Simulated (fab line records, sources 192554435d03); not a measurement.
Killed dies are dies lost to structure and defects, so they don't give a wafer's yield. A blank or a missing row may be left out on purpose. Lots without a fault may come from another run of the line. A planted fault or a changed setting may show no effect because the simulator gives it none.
Split-lot experiment | flow n5_finfet | 7 lots, 39 wafers read, on a route of 1938 steps

THE SPLIT
At N5_SD_EPI_P_SD_RECESS_17 (chemistry HBr/Cl2/O2, target depth 39.1 nm, bt time 3 s), the setting target_depth_a was moved away from the recipe's 391 angstrom on 12 of the 39 wafers read, by -8.5% to +8.9%. The other wafers ran this setting at the recipe's value.

The reading is taken at the split's own step.

THE READING
SD_EPI_P.feature_depth_nm (the simulator's own value, which no gauge read), in nm, at N5_SD_EPI_P_SD_RECESS_17 (chemistry HBr/Cl2/O2, target depth 39.1 nm, bt time 3 s). The file gives no usual value for it. The 27 wafers here that ran the recipe average 39.1 nm, standard deviation 0.57 nm.

wafer  | tool, chamber at the split | target_depth_a as run, angstrom | against the recipe | SD_EPI_P.feature_depth_nm, nm | against lot-mates on the recipe
L075.1 | rie_si-02, 0               | 391                             | recipe             | 38                            | -
L075.2 | rie_si-02, 2               | 425.7                           | +8.9%              | 42                            | +3.1
L075.3 | rie_si-02, 3               | 425.7                           | +8.9%              | 43.4                          | +4.5
L075.4 | rie_si-02, 3               | 391                             | recipe             | 39.6                          | -
L075.5 | rie_si-02, 2               | 391                             | recipe             | 39                            | -
L075.6 | rie_si-02, 0               | 425.7                           | +8.9%              | 41.6                          | +2.7
L077.1 | rie_si-02, 3               | 391                             | recipe             | 40                            | -
L077.2 | rie_si-02, 1               | 391                             | recipe             | 39                            | -
L077.3 | rie_si-02, 2               | 391                             | recipe             | 38.8                          | -
L077.4 | rie_si-02, 0               | 391                             | recipe             | 38.2                          | -
L077.5 | rie_si-02, 1               | 391                             | recipe             | 39                            | -
L077.6 | rie_si-02, 0               | 391                             | recipe             | 38.2                          | -
L080.1 | rie_si-02, 0               | 357.9                           | -8.5%              | 35                            | -4.3
L080.2 | rie_si-02, 1               | 391                             | recipe             | 38.8                          | -
L080.3 | rie_si-02, 2               | 357.9                           | -8.5%              | 35.8                          | -3.5
L080.4 | rie_si-02, 3               | 391                             | recipe             | 40                            | -
L080.5 | rie_si-02, 2               | 391                             | recipe             | 39.2                          | -
L080.6 | rie_si-02, 1               | 357.9                           | -8.5%              | 35.8                          | -3.5
L083.1 | rie_si-02, 1               | 391                             | recipe             | 38.4                          | -
L083.4 | rie_si-02, 2               | 391                             | recipe             | 38.6                          | -
L083.5 | rie_si-02, 3               | 391                             | recipe             | 39.4                          | -
L085.1 | rie_si-04, 1               | 391                             | recipe             | 38.6                          | -
L085.2 | rie_si-04, 3               | 391                             | recipe             | 38.6                          | -
L085.3 | rie_si-04, 2               | 391                             | recipe             | 39.4                          | -
L085.4 | rie_si-04, 0               | 391                             | recipe             | 39.4                          | -
L085.5 | rie_si-04, 1               | 391                             | recipe             | 38.6                          | -
L085.6 | rie_si-04, 2               | 391                             | recipe             | 39.4                          | -
L086.1 | rie_si-04, 0               | 364.6                           | -6.8%              | 37                            | -2.2
L086.2 | rie_si-04, 3               | 364.6                           | -6.8%              | 36.2                          | -3.0
L086.3 | rie_si-04, 2               | 364.6                           | -6.8%              | 37                            | -2.2
L086.4 | rie_si-04, 1               | 391                             | recipe             | 38.6                          | -
L086.5 | rie_si-04, 2               | 391                             | recipe             | 39.8                          | -
L086.6 | rie_si-04, 3               | 391                             | recipe             | 39.2                          | -
L091.1 | rie_si-04, 1               | 425.3                           | +8.8%              | 42                            | +2.3
L091.2 | rie_si-04, 3               | 425.3                           | +8.8%              | 42.2                          | +2.5
L091.3 | rie_si-04, 0               | 391                             | recipe             | 39.8                          | -
L091.4 | rie_si-04, 2               | 391                             | recipe             | 39.8                          | -
L091.5 | rie_si-04, 0               | 391                             | recipe             | 39.6                          | -
L091.6 | rie_si-04, 3               | 425.3                           | +8.8%              | 42.2                          | +2.5

THE FIT
A straight line over all 39 wafers: SD_EPI_P.feature_depth_nm changes by +0.372 nm for each +1% of target_depth_a; r = +0.95; the points scatter about the line by 0.57 nm.
The same after taking each lot's own level away (the mean of its wafers on the recipe; 39 wafers): +0.37 nm for each +1%; r = +0.95; scatter 0.58 nm.
On that fit, the largest move of target_depth_a shifts the reading by 3.3 nm.
The lots' own levels span 38.80 to 39.73 nm, that is 1.6 times the standard deviation above.
So the lot-to-lot level changes the slope little: the two slopes agree.
Check: with one of the wafers moved furthest among these (+8.9%) left out of the fit, the line predicts +3.19 nm for it against its lot-mates. It came out at +3.13 nm against them.

OTHER SPLITS ON THESE WAFERS
These wafers also went through other splits before the reading. Each is held against what the fit with the lots' levels taken away leaves over:
other split on the same wafers       | wafers away from the commonest value | r with SD_EPI_P.feature_depth_nm (lot level and that fit taken away)
N5_DUMMY_GATE_ETCH_31 target_depth_a | 15                                   | +0.03
N5_DUMMY_GATE_ETCH_32 time_s         | 18                                   | +0.09
N5_SPACER0_ALD_08 target_thk_a       | 18                                   | -0.01
N5_SD_EPI_N_ETCH_45 target_depth_a   | 18                                   | +0.31

THE WHOLE CHAIN: every reading that the file lists as answering this split, in the file's order
step                     | what it does                                            | reading                                                                    | change (the file's fit)               | r (the file's)
N5_SD_EPI_P_SD_RECESS_17 | chemistry HBr/Cl2/O2, target depth 39.1 nm, bt time 3 s | etch.depth_nm (the simulator's own value, which no gauge read)             | +0.371 nm for each +1% of the setting | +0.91
N5_SD_EPI_P_SD_RECESS_17 | chemistry HBr/Cl2/O2, target depth 39.1 nm, bt time 3 s | SD_EPI_P.feature_depth_nm (the simulator's own value, which no gauge read) | +0.369 nm for each +1% of the setting | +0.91

THE FILE'S OWN FIT
SD_EPI_P.feature_depth_nm changes by +0.369 nm for each +1% of target_depth_a, r = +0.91.
